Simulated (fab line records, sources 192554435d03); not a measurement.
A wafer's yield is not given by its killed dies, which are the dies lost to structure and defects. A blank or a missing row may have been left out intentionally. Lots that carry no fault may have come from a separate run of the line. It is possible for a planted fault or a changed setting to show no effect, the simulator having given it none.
fab line records	flow n5-finfet
record: lots: 5	wafers: 15	last-day: 16
route steps=1938 shown BEOL_M14@1719
lots that met no fault: from a run of the same line without faults
start-h: hours from the record's first day to the start of the lot's first wafer shown	wait-h: time in hours since the lot's previous step	" same as the row above	L1.1+2: one row covering several wafers at once	- no value present, or no start provided	* or withheld: withheld	< > ~ a bound
route shown NAME@n: names a module that has steps shown in the file, with the first one's number in the route	usual: the fault-free wafers' mean and standard deviation	same: alike in all rows	chamber/n: place in a boat	sites: the reading at each site	_std_site: the values' standard deviation	_edge_site: inner sites' mean taken away from outer sites' mean	radius-mm: for every site, how far away it sits from the centre of the wafer	mask NAME#n: copy n	behind: the tool/chamber that last shaped the wafer	hold: the reason the lot was held/the length of the hold in hours/how it ended	device: the transistor (n, p or np) that didn't switch	end of line: tests run on the same wafers once the route is complete	a step given without rows: its recipe and nothing more	killed: not the wafer's yield, but the dies lost to structure and defects at the first sort	map: per-die view of a wafer (x killed, . not killed, _ where there is no die)
set.NAME: the setting as run; set.NAME@STEP: as run at that earlier step	model.NAME: the simulator's own value behind a step, which no gauge read
lots at some steps of the route; a table a step, a row a wafer
services: a tool's chamber out of use, with start hour (start-h, from the record's first day; less than 0 if before it), hours out, and reason
== steps ==
step: N5_BEOL_M14_COAT_04
recipe: spin-rpm: 1704	resist-thk-nm: 800
lot.wafer	tool	chamber	start-h	wait-h
L079.3+5+6	litho-track-01	0	-	-
L086.2+5+6	litho-track-05	0	-	-
L084.1+3+5	litho-track-05	0	-	-
L085.2+3+6	litho-track-02	0	-	-
L088.1+4+6	litho-track-02	0	-	-
step: N5_BEOL_M14_EBR_06
recipe: solvent: PGMEA	ebr-width-mm: 1.5
lot.wafer	tool	chamber	start-h	wait-h
L079.3+5+6	litho-track-01	0	-	-
L086.2+5+6	litho-track-05	0	-	-
L084.1+3+5	litho-track-05	0	-	-
L085.2+3+6	litho-track-02	0	-	-
L088.1+4+6	litho-track-02	0	-	-
step: N5_BEOL_M14_SOFTBAKE_05
recipe: temp-c: 130	time-s: 60
lot.wafer	tool	chamber	start-h	wait-h
L079.3+5+6	litho-track-01	0	-	-
L086.2+5+6	litho-track-05	0	-	-
L084.1+3+5	litho-track-05	0	-	-
L085.2+3+6	litho-track-02	0	-	-
L088.1+4+6	litho-track-02	0	-	-
step: N5_BEOL_M14_EXPOSE_07
recipe: mask-id: V13	na: 0.8	source-shape: annular	sigma-inner: 0.5	sigma-outer: 0.8	polarization: unpolarized	attpsm-phase-deg: 180	dose-mj: 57
lot.wafer	tool	chamber	start-h	wait-h	mask
L079.3+5+6	krf-scanner-02	0	309.76	-	V13#0
L086.2+5+6	krf-scanner-02	0	336.47	-	V13#0
L084.1+3+5	krf-scanner-01	0	340.07	-	V13#0
L085.2+3+6	krf-scanner-02	0	354.48	-	V13#0
L088.1+4+6	krf-scanner-02	0	359.44	-	V13#0
step: N5_BEOL_M14_PEB_08
recipe: peb-temp-c: 130	peb-time-s: 90
lot.wafer	tool	chamber	start-h	wait-h
L079.3+5+6	litho-track-02	0	309.81	0.0
L086.2+5+6	litho-track-01	0	336.52	0.0
L084.1+3+5	litho-track-05	0	340.13	0.1
L085.2+3+6	litho-track-02	0	354.53	0.0
L088.1+4+6	litho-track-01	0	359.50	0.1
step: N5_BEOL_M14_DEVELOP_09
recipe: develop-time-s: 45	rinse-liquid: diw	dry: air-spin	dev-temp-c: 21
lot.wafer	tool	chamber	start-h	wait-h
L079.3+5+6	litho-track-02	0	-	-
L086.2+5+6	litho-track-01	0	-	-
L084.1+3+5	litho-track-05	0	-	-
L085.2+3+6	litho-track-02	0	-	-
L088.1+4+6	litho-track-01	0	-	-
step: N5_BEOL_M14_HARDBAKE_14
recipe: temp-c: 130	time-s: 120
lot.wafer	tool	chamber	start-h	wait-h
L079.3+5+6	litho-track-02	0	-	-
L086.2+5+6	litho-track-01	0	-	-
L084.1+3+5	litho-track-05	0	-	-
L085.2+3+6	litho-track-02	0	-	-
L088.1+4+6	litho-track-01	0	-	-
step: N5_BEOL_M14_CD_MEAS_10
recipe: target-cd-nm: 250	landing-energy-ev: 500	detector: se-inlens	polarity: opening
usual: cd-nm: 249.9/1.4
lot.wafer	tool	chamber	start-h	wait-h	cd-nm
L079.3	cd-sem-03	0	309.92	-	248.2
L079.5	"	0	"	"	250.8
L079.6	"	0	"	"	248.0
L086.2	cd-sem-01	0	336.64	-	251.4
L086.5	"	0	"	"	251.9
L086.6	"	0	"	"	248.9
L084.1	cd-sem-02	0	340.25	-	250.3
L084.3	"	0	"	"	251.2
L084.5	"	0	"	"	249.0
L085.2	cd-sem-02	0	354.65	-	249.5
L085.3	"	0	"	"	248.8
L085.6	"	0	"	"	249.8
L088.1	cd-sem-02	0	359.62	-	248.5
L088.4	"	0	"	"	248.5
L088.6	"	0	"	"	249.2
step: N5_BEOL_M14_OVL_MEAS_11
recipe: points-per-wafer: 44
usual: V13_OVL: 1/5.2
lot.wafer	tool	chamber	start-h	wait-h	V13_OVL[nm]
L079.3	overlay-02	0	309.95	0.0	10
L079.5	"	0	"	"	-3
L079.6	"	0	"	"	8
L086.2	overlay-01	0	336.67	0.0	8
L086.5	"	0	"	"	6
L086.6	"	0	"	"	-5
L084.1	overlay-02	0	340.28	0.0	-1
L084.3	"	0	"	"	-6
L084.5	"	0	"	"	-4
L085.2	overlay-02	0	354.68	0.0	-1
L085.3	"	0	"	"	2
L085.6	"	0	"	"	-2
L088.1	overlay-02	0	359.65	0.0	5
L088.4	"	0	"	"	6
L088.6	"	0	"	"	2
step: N5_BEOL_M14_INSPECT_12
recipe: mode: adi	inspect-instrument: macro
usual: raw-defect-count: 2.0/1.3
lot.wafer	tool	chamber	start-h	wait-h	raw-defect-count
L079.3	defect-inspect-02	-	309.98	0.0	2
L079.5	"	-	"	"	1
L079.6	"	-	"	"	0
L086.2	defect-inspect-02	-	336.69	0.0	2
L086.5	"	-	"	"	0
L086.6	"	-	"	"	1
L084.1	defect-inspect-02	-	340.30	0.0	1
L084.3	"	-	"	"	1
L084.5	"	-	"	"	2
L085.2	defect-inspect-02	-	354.70	0.0	1
L085.3	"	-	"	"	0
L085.6	"	-	"	"	5
L088.1	defect-inspect-02	-	359.67	0.0	1
L088.4	"	-	"	"	2
L088.6	"	-	"	"	5
step: N5_BEOL_M14_DESCUM_15
recipe: chemistry: O2	time-s: 7.9	source-power-w: 50	bias-power-w: 20	pressure-mtorr: 20	rf-frequency-hz: 2.712e+07	temp-c: 40	o2-flow-sccm: 225
usual: drypump-motor-current-A: 5.9/0.48	oes-product-au: 0.79/0.081	rf-fwd-power-W: 49.30/0.26	rf-vpp-V: 243.8/1.2	showerhead-plenum-p-Torr: 2.14/0.057	throttle-valve-pct: 20.43/0.19
lot.wafer	tool	chamber	start-h	wait-h	drypump-motor-current-A	oes-product-au	rf-fwd-power-W	rf-hours-counter-h	rf-vpp-V	showerhead-plenum-p-Torr	throttle-valve-pct
L079.3	rie-diel-05	3	310.01	0.0	6.4	0.69	49.51	236	244.8	2.15	20.66
L079.5	"	3	"	"	6.4	0.69	49.62	-	244.9	2.15	20.67
L079.6	"	0	"	"	5.7	0.70	49.59	-	244.7	2.17	20.60
L086.2	rie-diel-05	0	337.52	0.8	5.7	0.71	49.70	180	244.9	2.17	20.59
L086.5	"	0	"	"	5.7	0.71	49.43	-	244.8	2.17	20.58
L086.6	"	3	"	"	6.4	0.69	49.53	-	244.3	2.15	20.66
L084.1	rie-diel-05	2	340.46	0.2	5.9	0.90	49.26	20	244.4	2.15	20.05
L084.3	"	1	"	"	4.9	0.82	49.06	99	240.7	2.04	20.39
L084.5	"	2	"	"	5.9	0.89	49.30	-	242.9	2.15	20.04
L085.2	rie-diel-02	1	354.77	0.1	5.0	0.81	49.17	98	242.5	2.03	20.42
L085.3	"	2	"	"	6.1	0.84	48.97	53	243.8	2.21	20.42
L085.6	"	1	"	"	5.0	0.81	49.23	-	241.8	2.03	20.42
L088.1	rie-diel-02	3	359.71	0.0	5.8	0.77	49.47	157	245.2	2.17	20.63
L088.4	"	0	"	"	6.2	0.68	49.40	245	243.0	2.14	20.50
L088.6	"	0	"	"	6.2	0.68	49.42	-	244.6	2.14	20.51
step: N5_BEOL_M14_ETCH_59
recipe: chemistry: N2/H2	target: BARC	target-depth-a: 890	overetch-a: 267	time-s: 67.9	ion-energy-ev: 200	pressure-mtorr: 30	source-w: 840	bias-w: 150	n2-flow-sccm: 200	h2-flow-sccm: 200
usual: drypump-motor-current-A: 5.9/0.48	oes-product-au: 0.67/0.064	rf-fwd-power-W: 832/3.6	rf-vpp-V: 525.4/2.2	showerhead-plenum-p-Torr: 2.60/0.073	throttle-valve-pct: 17.89/0.26
lot.wafer	tool	chamber	start-h	wait-h	drypump-motor-current-A	oes-product-au	rf-fwd-power-W	rf-hours-counter-h	rf-vpp-V	showerhead-plenum-p-Torr	throttle-valve-pct
L079.3	rie-diel-05	3	310.05	0.0	6.4	0.59	838	236	527.3	2.60	18.04
L079.5	"	3	"	"	6.4	0.59	835	-	525.9	2.60	18.05
L079.6	"	0	"	"	5.7	0.61	837	-	524.6	2.65	18.20
L086.2	rie-diel-05	0	337.55	0.0	5.7	0.60	835	180	525.0	2.65	18.21
L086.5	"	0	"	"	5.7	0.61	831	-	525.8	2.65	18.20
L086.6	"	3	"	"	6.4	0.59	832	-	525.2	2.60	18.06
L084.1	rie-diel-05	2	340.50	0.0	5.9	0.75	831	20	525.6	2.60	17.37
L084.3	"	1	"	"	4.9	0.69	834	99	521.5	2.45	17.60
L084.5	"	2	"	"	5.9	0.76	833	-	525.7	2.59	17.36
L085.2	rie-diel-02	1	354.81	0.0	5.0	0.69	832	98	522.6	2.47	17.98
L085.3	"	2	"	"	6.1	0.73	832	53	527.2	2.69	17.83
L085.6	"	1	"	"	5.0	0.69	838	-	522.3	2.47	17.96
L088.1	rie-diel-02	3	359.74	0.0	5.8	0.66	827	157	528.3	2.65	18.16
L088.4	"	0	"	"	6.1	0.59	830	245	526.1	2.61	17.97
L088.6	"	0	"	"	6.1	0.59	830	-	525.3	2.61	17.99
step: N5_BEOL_M14_VIA_ETCH_16
recipe: chemistry: C4F8/O2/Ar	target: SiO2	he-inner-torr: 15	he-outer-torr: 30	target-depth-a: 12313	time-s: withheld	ion-energy-ev: 800	pressure-mtorr: 20	source-w: 1905	bias-w: 2040	Ar_flow_sccm: 400	C4F8_flow_sccm: 16	O2_flow_sccm: 12	ends: cleared
usual: drypump-motor-current-A: 5.9/0.49	mfc-ar-sccm: 399.9/1.2	oes-product-au: 0.71/0.072	rf-fwd-power-W: 1898/5.6	rf-vpp-V: 2236/21	showerhead-plenum-p-Torr: 3.51/0.096	throttle-valve-pct: 30.89/0.25
lot.wafer	tool	chamber	start-h	wait-h	drypump-motor-current-A	mfc-ar-sccm	oes-product-au	rf-fwd-power-W	rf-vpp-V	showerhead-plenum-p-Torr	throttle-valve-pct
L079.3	rie-diel-05	3	310.10	0.0	6.4	399.0	0.62	1903	2235	3.53	31.04
L079.5	"	3	"	"	6.4	401.5	0.63	1893	2238	3.53	31.04
L079.6	"	0	"	"	5.7	400.5	0.64	1893	2241	3.56	31.06
L086.2	rie-diel-05	0	337.60	0.0	5.7	398.3	0.64	1897	2240	3.56	31.06
L086.5	"	0	"	"	5.7	397.8	0.64	1906	2241	3.56	31.06
L086.6	"	1	"	"	4.9	399.9	0.73	1895	2206	3.34	30.76
L084.1	rie-diel-05	2	340.55	0.0	5.9	398.6	0.80	1893	2235	3.50	30.40
L084.3	"	1	"	"	4.9	401.3	0.73	1904	2206	3.34	30.76
L084.5	"	2	"	"	5.9	399.7	0.80	1909	2235	3.50	30.40
L085.2	rie-diel-02	1	354.86	0.0	5.0	399.4	0.73	1900	2205	3.33	30.76
L085.3	"	2	"	"	6.1	398.4	0.76	1899	2248	3.63	30.98
L085.6	"	1	"	"	5.0	397.7	0.72	1893	2204	3.33	30.77
L088.1	rie-diel-02	3	359.79	0.0	5.8	402.1	0.70	1898	2257	3.57	31.23
L088.4	"	0	"	"	6.2	400.0	0.62	1896	2266	3.54	31.06
L088.6	"	0	"	"	6.2	401.0	0.61	1907	2268	3.54	31.03
step: N5_BEOL_M14_STRIP_63
recipe: chemistry: O2	power-w: 600	temp-c: 60	pressure-mtorr: 30	rf-frequency-hz: 6e+07	bias-power-w: 0	overash-fraction: 0.3	o2-flow-sccm: 225
usual: drypump-motor-current-A: 5.9/0.48	oes-product-au: 0.79/0.08	rf-vpp-V: 3.7/0.87	showerhead-plenum-p-Torr: 2.14/0.058	throttle-valve-pct: 16.66/0.2
lot.wafer	tool	chamber	start-h	wait-h	drypump-motor-current-A	oes-product-au	rf-hours-counter-h	rf-vpp-V	showerhead-plenum-p-Torr	throttle-valve-pct
L079.3	rie-diel-05	3	-	-	6.4	0.70	237	2.1	2.15	16.97
L079.5	"	3	"	"	6.4	0.69	-	4.6	2.15	16.94
L079.6	"	0	"	"	5.7	0.71	-	2.9	2.17	16.84
L086.2	rie-diel-05	0	-	-	5.7	0.69	181	4.7	2.17	16.86
L086.5	"	1	"	"	4.9	0.81	-	4.1	2.04	16.60
L086.6	"	2	"	"	5.9	0.88	-	2.4	2.15	16.25
L084.1	rie-diel-05	2	-	-	5.9	0.90	21	3.7	2.15	16.24
L084.3	"	1	"	"	4.9	0.80	99	2.8	2.04	16.61
L084.5	"	2	"	"	5.9	0.88	-	3.4	2.15	16.24
L085.2	rie-diel-02	1	-	-	4.9	0.81	98	4.4	2.03	16.64
L085.3	"	2	"	"	6.0	0.84	53	3.1	2.22	16.66
L085.6	"	1	"	"	5.0	0.80	-	4.0	2.03	16.65
L088.1	rie-diel-02	3	-	-	5.8	0.77	157	2.7	2.18	16.87
L088.4	"	0	"	"	6.2	0.68	245	5.0	2.15	16.79
L088.6	"	0	"	"	6.1	0.68	-	5.2	2.15	16.79
step: N5_BEOL_M14_STRIP_64
recipe: chemistry: O2	power-w: 600	temp-c: 60	pressure-mtorr: 30	rf-frequency-hz: 6e+07	bias-power-w: 0	overash-fraction: 0.3	o2-flow-sccm: 225
usual: drypump-motor-current-A: 5.9/0.48	oes-product-au: 0.79/0.08	rf-vpp-V: 3.6/0.46	showerhead-plenum-p-Torr: 2.14/0.058	throttle-valve-pct: 16.66/0.2
lot.wafer	tool	chamber	start-h	wait-h	drypump-motor-current-A	oes-product-au	rf-hours-counter-h	rf-vpp-V	showerhead-plenum-p-Torr	throttle-valve-pct
L079.3	rie-diel-05	3	-	-	6.4	0.69	237	3.6	2.15	16.96
L079.5	"	3	"	"	6.4	0.69	-	3.7	2.15	16.96
L079.6	"	0	"	"	5.7	0.71	-	3.9	2.17	16.85
L086.2	rie-diel-05	0	-	-	5.6	0.70	181	3.6	2.17	16.86
L086.5	"	1	"	"	4.9	0.81	-	3.3	2.04	16.58
L086.6	"	2	"	"	5.9	0.90	-	2.7	2.15	16.25
L084.1	rie-diel-05	2	-	-	5.9	0.89	21	3.5	2.15	16.25
L084.3	"	1	"	"	4.9	0.81	99	3.7	2.04	16.59
L084.5	"	2	"	"	5.9	0.89	-	3.7	2.15	16.25
L085.2	rie-diel-02	1	-	-	5.0	0.81	98	3.3	2.03	16.64
L085.3	"	2	"	"	6.1	0.85	53	3.2	2.22	16.64
L085.6	"	1	"	"	5.0	0.80	-	3.6	2.03	16.64
L088.1	rie-diel-02	3	-	-	5.8	0.77	157	3.3	2.18	16.88
L088.4	"	0	"	"	6.2	0.68	245	4.1	2.15	16.79
L088.6	"	0	"	"	6.2	0.68	-	3.3	2.15	16.81
step: N5_BEOL_M14_STRIP_71
recipe: chemistry: post-etch-residue-remover	time-s: 60	temp-c: 25	remover-ph: withheld	remover-water-wt-pct: withheld	remover-fluoride-wt-pct: withheld
lot.wafer	tool	chamber	start-h	wait-h
L079.3+5+6	wet-bench-03	4,0,3	310.39	-
L086.2+5+6	wet-bench-05	1,6,4	337.89	-
L084.1+3+5	wet-bench-03	3,6,4	340.84	-
L085.2+3+6	wet-bench-05	2,7,0	355.15	-
L088.1+4+6	wet-bench-03	6,3,1	360.08	-
step: N5_BEOL_M14_SRD_72
recipe: time-s: 30	temp-c: 23	rinse-liquid: diw	dry: n2-spin	spin-rpm: 1500	dry-time-s: 30
lot.wafer	tool	chamber	start-h	wait-h
L079.3+5+6	wet-bench-03	4,0,3	310.41	0.0
L086.2+5+6	wet-bench-05	1,6,4	337.91	0.0
L084.1+3+5	wet-bench-03	3,6,4	340.86	0.0
L085.2+3+6	wet-bench-05	2,7,0	355.17	0.0
L088.1+4+6	wet-bench-03	6,3,1	360.10	0.0
step: N5_BEOL_M14_CD_MEAS_17
recipe: target-cd-nm: 250	polarity: opening
usual: cd-nm: 250.6/1.6
lot.wafer	tool	chamber	start-h	wait-h	cd-nm
L079.3	cd-sem-02	-	310.45	0.0	248.4
L079.5	"	-	"	"	251.8
L079.6	"	-	"	"	248.3
L086.2	cd-sem-03	-	337.95	0.0	254.0
L086.5	"	-	"	"	253.6
L086.6	"	-	"	"	249.5
L084.1	cd-sem-03	-	340.90	0.0	251.0
L084.3	"	-	"	"	251.4
L084.5	"	-	"	"	250.3
L085.2	cd-sem-01	-	355.21	0.0	249.6
L085.3	"	-	"	"	249.5
L085.6	"	-	"	"	250.7
L088.1	cd-sem-03	-	360.14	0.0	249.3
L088.4	"	-	"	"	247.9
L088.6	"	-	"	"	248.2
step: N5_BEOL_M14_COAT_65
recipe: resist: SOC	temp-c: 250	time-s: 60	spin-rpm: 1500	resist-thk-nm: 450
lot.wafer	tool	chamber	start-h	wait-h
L079.3+5+6	litho-track-05	0	310.49	0.0
L086.2+5+6	litho-track-05	0	337.99	0.0
L084.1+3+5	litho-track-05	0	340.94	0.0
L085.2+3+6	litho-track-05	0	355.25	0.0
L088.1+4+6	litho-track-02	0	360.18	0.0
step: N5_BEOL_M14_COAT_66
recipe: resist: SiARC	temp-c: 220	time-s: 60	spin-rpm: 1500	resist-thk-nm: 110
lot.wafer	tool	chamber	start-h	wait-h
L079.3+5+6	litho-track-05	0	-	-
L086.2+5+6	litho-track-05	0	-	-
L084.1+3+5	litho-track-05	0	-	-
L085.2+3+6	litho-track-05	0	-	-
L088.1+4+6	litho-track-02	0	-	-
step: N5_BEOL_M14_COAT_22
recipe: spin-rpm: 2888	resist-thk-nm: 300
lot.wafer	tool	chamber	start-h	wait-h
L079.3+5+6	litho-track-05	0	-	-
L086.2+5+6	litho-track-05	0	-	-
L084.1+3+5	litho-track-05	0	-	-
L085.2+3+6	litho-track-05	0	-	-
L088.1+4+6	litho-track-02	0	-	-
step: N5_BEOL_M14_EBR_24
recipe: solvent: PGMEA	ebr-width-mm: 1.5
lot.wafer	tool	chamber	start-h	wait-h
L079.3+5+6	litho-track-05	0	-	-
L086.2+5+6	litho-track-05	0	-	-
L084.1+3+5	litho-track-05	0	-	-
L085.2+3+6	litho-track-05	0	-	-
L088.1+4+6	litho-track-02	0	-	-
step: N5_BEOL_M14_SOFTBAKE_23
recipe: temp-c: 130	time-s: 60
lot.wafer	tool	chamber	start-h	wait-h
L079.3+5+6	litho-track-05	0	-	-
L086.2+5+6	litho-track-05	0	-	-
L084.1+3+5	litho-track-05	0	-	-
L085.2+3+6	litho-track-05	0	-	-
L088.1+4+6	litho-track-02	0	-	-
step: N5_BEOL_M14_EXPOSE_25
recipe: mask-id: M14	na: 0.8	source-shape: annular	sigma-inner: 0.5	sigma-outer: 0.8	polarization: unpolarized	target-cd-nm: 280	dose-mj: 26.6
lot.wafer	tool	chamber	start-h	wait-h	mask
L079.3+5+6	krf-scanner-02	0	310.74	-	M14#0
L086.2+5+6	krf-scanner-01	0	338.11	-	M14#0
L084.1+3+5	krf-scanner-02	0	341.18	-	M14#0
L085.2+3+6	krf-scanner-01	0	355.51	-	M14#0
L088.1+4+6	krf-scanner-01	0	360.30	-	M14#0
step: N5_BEOL_M14_PEB_26
recipe: peb-temp-c: 130	peb-time-s: 90
lot.wafer	tool	chamber	start-h	wait-h
L079.3+5+6	litho-track-01	0	310.79	0.0
L086.2+5+6	litho-track-01	0	338.16	0.0
L084.1+3+5	litho-track-05	0	341.24	0.1
L085.2+3+6	litho-track-02	0	355.56	0.0
L088.1+4+6	litho-track-05	0	360.35	0.1
step: N5_BEOL_M14_DEVELOP_27
recipe: develop-time-s: 45	rinse-liquid: diw	dry: air-spin	dev-temp-c: 21
lot.wafer	tool	chamber	start-h	wait-h
L079.3+5+6	litho-track-01	0	-	-
L086.2+5+6	litho-track-01	0	-	-
L084.1+3+5	litho-track-05	0	-	-
L085.2+3+6	litho-track-02	0	-	-
L088.1+4+6	litho-track-05	0	-	-
step: N5_BEOL_M14_HARDBAKE_32
recipe: temp-c: 130	time-s: 120
lot.wafer	tool	chamber	start-h	wait-h
L079.3+5+6	litho-track-01	0	-	-
L086.2+5+6	litho-track-01	0	-	-
L084.1+3+5	litho-track-05	0	-	-
L085.2+3+6	litho-track-02	0	-	-
L088.1+4+6	litho-track-05	0	-	-
step: N5_BEOL_M14_CD_MEAS_28
recipe: target-cd-nm: 284.4	landing-energy-ev: 500	detector: se-inlens
usual: cd-nm: 284.0/1.3
lot.wafer	tool	chamber	start-h	wait-h	cd-nm
L079.3	cd-sem-02	0	310.90	-	282.7
L079.5	"	0	"	"	283.0
L079.6	"	0	"	"	284.1
L086.2	cd-sem-03	0	338.28	-	282.2
L086.5	"	0	"	"	282.9
L086.6	"	0	"	"	283.6
L084.1	cd-sem-03	0	341.35	-	283.4
L084.3	"	0	"	"	283.4
L084.5	"	0	"	"	283.0
L085.2	cd-sem-01	0	355.67	-	283.7
L085.3	"	0	"	"	283.2
L085.6	"	0	"	"	283.6
L088.1	cd-sem-01	0	360.47	-	281.5
L088.4	"	0	"	"	282.9
L088.6	"	0	"	"	282.0
step: N5_BEOL_M14_OVL_MEAS_29
recipe: points-per-wafer: 44
usual: M14_OVL: 2/5.1
lot.wafer	tool	chamber	start-h	wait-h	M14_OVL[nm]
L079.3	overlay-01	0	310.93	0.0	-5
L079.5	"	0	"	"	-6
L079.6	"	0	"	"	0
L086.2	overlay-02	0	338.31	0.0	5
L086.5	"	0	"	"	9
L086.6	"	0	"	"	0
L084.1	overlay-01	0	341.38	0.0	4
L084.3	"	0	"	"	8
L084.5	"	0	"	"	0
L085.2	overlay-01	0	355.70	0.0	5
L085.3	"	0	"	"	8
L085.6	"	0	"	"	4
L088.1	overlay-01	0	360.50	0.0	8
L088.4	"	0	"	"	-4
L088.6	"	0	"	"	0
step: N5_BEOL_M14_INSPECT_30
recipe: mode: adi	inspect-instrument: macro
usual: raw-defect-count: 2.1/1.5
lot.wafer	tool	chamber	start-h	wait-h	raw-defect-count
L079.3	defect-inspect-02	-	310.96	0.0	0
L079.5	"	-	"	"	3
L079.6	"	-	"	"	2
L086.2	defect-inspect-02	-	338.33	0.0	1
L086.5	"	-	"	"	1
L086.6	"	-	"	"	2
L084.1	defect-inspect-02	-	341.41	0.0	0
L084.3	"	-	"	"	6
L084.5	"	-	"	"	3
L085.2	defect-inspect-01	-	355.73	0.0	1
L085.3	"	-	"	"	2
L085.6	"	-	"	"	0
L088.1	defect-inspect-01	-	360.52	0.0	7
L088.4	"	-	"	"	3
L088.6	"	-	"	"	2
step: N5_BEOL_M14_DESCUM_33
recipe: chemistry: O2	time-s: 7.9	source-power-w: 50	bias-power-w: 20	pressure-mtorr: 20	rf-frequency-hz: 2.712e+07	temp-c: 40	o2-flow-sccm: 225
usual: drypump-motor-current-A: 6.0/0.46	oes-product-au: 0.78/0.08	rf-fwd-power-W: 49.31/0.25	rf-vpp-V: 243.7/1.2	showerhead-plenum-p-Torr: 2.14/0.051	throttle-valve-pct: 20.43/0.21
lot.wafer	tool	chamber	start-h	wait-h	drypump-motor-current-A	oes-product-au	rf-fwd-power-W	rf-hours-counter-h	rf-vpp-V	showerhead-plenum-p-Torr	throttle-valve-pct
L079.3	rie-diel-03	0	310.99	0.0	6.4	0.85	49.53	52	242.8	2.13	20.23
L079.5	"	2	"	"	5.8	0.81	49.00	-	245.3	2.21	20.65
L079.6	"	1	"	"	6.7	0.70	49.56	-	243.7	2.15	20.16
L086.2	rie-diel-03	1	338.99	0.7	6.7	0.69	49.75	233	243.3	2.15	20.17
L086.5	"	2	"	"	5.8	0.80	48.78	-	245.0	2.20	20.67
L086.6	"	1	"	"	6.7	0.69	49.69	-	243.3	2.15	20.20
L084.1	rie-diel-03	3	342.04	0.6	6.1	0.71	49.45	222	242.9	2.07	20.58
L084.3	"	1	"	"	6.7	0.69	49.75	234	243.9	2.15	20.17
L084.5	"	0	"	"	6.4	0.83	49.21	-	242.6	2.13	20.26
L085.2	rie-diel-03	3	355.78	0.1	6.1	0.71	49.29	227	243.0	2.06	20.60
L085.3	"	1	"	"	6.7	0.69	49.48	239	243.8	2.15	20.19
L085.6	"	0	"	"	6.4	0.82	49.71	-	243.2	2.12	20.27
L088.1	rie-diel-02	3	360.58	0.1	5.8	0.76	49.46	157	243.5	2.17	20.65
L088.4	"	1	"	"	5.0	0.81	49.68	100	241.5	2.03	20.43
L088.6	"	3	"	"	5.8	0.77	49.18	-	244.4	2.17	20.64
step: N5_BEOL_M14_ETCH_67
recipe: chemistry: CF4	target: SiARC	target-depth-a: 1430	time-s: 238.3	ion-energy-ev: 80	pressure-mtorr: 40	source-w: 545	bias-w: 36	Ar_flow_sccm: 100	cf4-flow-sccm: 100	ends: cleared
usual: drypump-motor-current-A: 6.0/0.46	etch-rf-on-time-s: 239/3.8	mfc-ar-sccm: 100.0/0.33	oes-product-au: 0.67/0.067	rf-fwd-power-W: 542.9/1.8	rf-vpp-V: 184.5/1.1	showerhead-plenum-p-Torr: 2.18/0.053	throttle-valve-pct: 15.61/0.23
lot.wafer	tool	chamber	start-h	wait-h	drypump-motor-current-A	etch-rf-on-time-s	mfc-ar-sccm	oes-product-au	rf-fwd-power-W	rf-hours-counter-h	rf-vpp-V	showerhead-plenum-p-Torr	throttle-valve-pct
L079.3	rie-diel-03	0	311.02	0.0	6.4	242	99.8	0.71	543.8	52	185.7	2.18	15.37
L079.5	"	2	"	"	5.8	239	99.8	0.69	539.9	-	184.6	2.25	15.76
L079.6	"	1	"	"	6.7	243	100.3	0.60	545.7	-	186.1	2.20	15.41
L086.2	rie-diel-03	1	339.03	0.0	6.7	243	99.5	0.60	546.2	233	185.4	2.19	15.45
L086.5	"	2	"	"	5.8	237	99.5	0.68	541.8	-	185.3	2.25	15.79
L086.6	"	1	"	"	6.7	243	99.8	0.59	545.9	-	184.7	2.19	15.44
L084.1	rie-diel-03	3	342.07	0.0	6.1	237	99.7	0.61	544.2	222	183.4	2.12	15.80
L084.3	"	1	"	"	6.7	243	99.9	0.59	545.4	234	183.9	2.19	15.45
L084.5	"	0	"	"	6.4	240	100.1	0.70	540.4	-	185.5	2.17	15.39
L085.2	rie-diel-03	3	355.81	0.0	6.1	238	99.9	0.60	541.1	227	185.3	2.11	15.79
L085.3	"	1	"	"	6.7	246	99.9	0.59	543.8	239	183.1	2.19	15.44
L085.6	"	0	"	"	6.4	242	100.0	0.69	545.5	-	184.6	2.17	15.42
L088.1	rie-diel-02	3	360.62	0.0	5.8	236	100.1	0.66	540.0	157	184.5	2.23	15.84
L088.4	"	1	"	"	5.0	244	100.1	0.67	545.4	100	183.0	2.07	15.57
L088.6	"	3	"	"	5.8	236	99.8	0.66	541.6	-	184.0	2.23	15.86
step: N5_BEOL_M14_ETCH_68
recipe: chemistry: N2/H2	target: SOC	mask-material: SiARC	source-w: 3000	bias-w: 350	temp-c: 40	time-s: 450	ion-energy-ev: 200	pressure-mtorr: 30	n2-flow-sccm: 200	h2-flow-sccm: 200
usual: drypump-motor-current-A: 6.0/0.46	oes-product-au: 0.78/0.081	rf-fwd-power-W: 2994/10	rf-vpp-V: 525.3/1.9	showerhead-plenum-p-Torr: 2.59/0.068	throttle-valve-pct: 17.77/0.27
lot.wafer	tool	chamber	start-h	wait-h	drypump-motor-current-A	oes-product-au	rf-fwd-power-W	rf-hours-counter-h	rf-vpp-V	showerhead-plenum-p-Torr	throttle-valve-pct
L079.3	rie-diel-03	0	311.17	0.1	6.4	0.85	3019	52	523.4	2.58	17.52
L079.5	"	2	"	"	5.8	0.81	2984	-	525.7	2.69	18.07
L079.6	"	1	"	"	6.7	0.70	2998	-	525.9	2.62	17.53
L086.2	rie-diel-03	1	339.17	0.1	6.7	0.69	2971	233	524.8	2.62	17.54
L086.5	"	2	"	"	5.8	0.80	2980	-	526.5	2.68	18.09
L086.6	"	1	"	"	6.7	0.69	2988	-	525.9	2.62	17.54
L084.1	rie-diel-03	3	342.22	0.1	6.1	0.71	2998	222	522.2	2.51	17.91
L084.3	"	1	"	"	6.7	0.69	2982	235	525.6	2.61	17.54
L084.5	"	0	"	"	6.4	0.82	3000	-	525.3	2.57	17.55
L085.2	rie-diel-03	3	355.96	0.1	6.1	0.71	2991	227	523.5	2.51	17.91
L085.3	"	1	"	"	6.7	0.69	2983	239	525.9	2.61	17.54
L085.6	"	0	"	"	6.4	0.82	2990	-	524.4	2.57	17.57
L088.1	rie-diel-02	3	360.76	0.1	5.8	0.77	2999	158	526.7	2.65	18.05
L088.4	"	1	"	"	5.0	0.81	2997	100	520.8	2.47	17.86
L088.6	"	3	"	"	5.8	0.77	3005	-	527.5	2.65	18.06
step: N5_BEOL_M14_STRIP_69
recipe: chemistry: N2/H2	temp-c: 40	n2-flow-sccm: 200	h2-flow-sccm: 200	rf-frequency-hz: 6e+07
lot.wafer	tool	chamber	start-h	wait-h
L079.3+5+6	rie-diel-03	0,2,1	311.43	0.1
L086.2+5+6	rie-diel-03	1,2,1	339.44	0.1
L084.1+3+5	rie-diel-03	3,1,0	342.48	0.1
L085.2+3+6	rie-diel-03	3,1,0	356.22	0.1
L088.1+4+6	rie-diel-02	3,1,3	361.03	0.1
== services ==
tool	chamber	start-h	hours	kind
krf-scanner-01	-	287.41	1.0	pm
krf-scanner-01	-	297.21	0.8	pm
krf-scanner-01	-	309.37	1.3	pm
rie-diel-05	-	322.76	14.6	pm
litho-track-05	-	323.56	-	consumable-replace:filter
litho-track-01	-	334.29	-	consumable-replace:filter
rie-diel-05	0	341.64	21.4	repair
== key ==
fault none
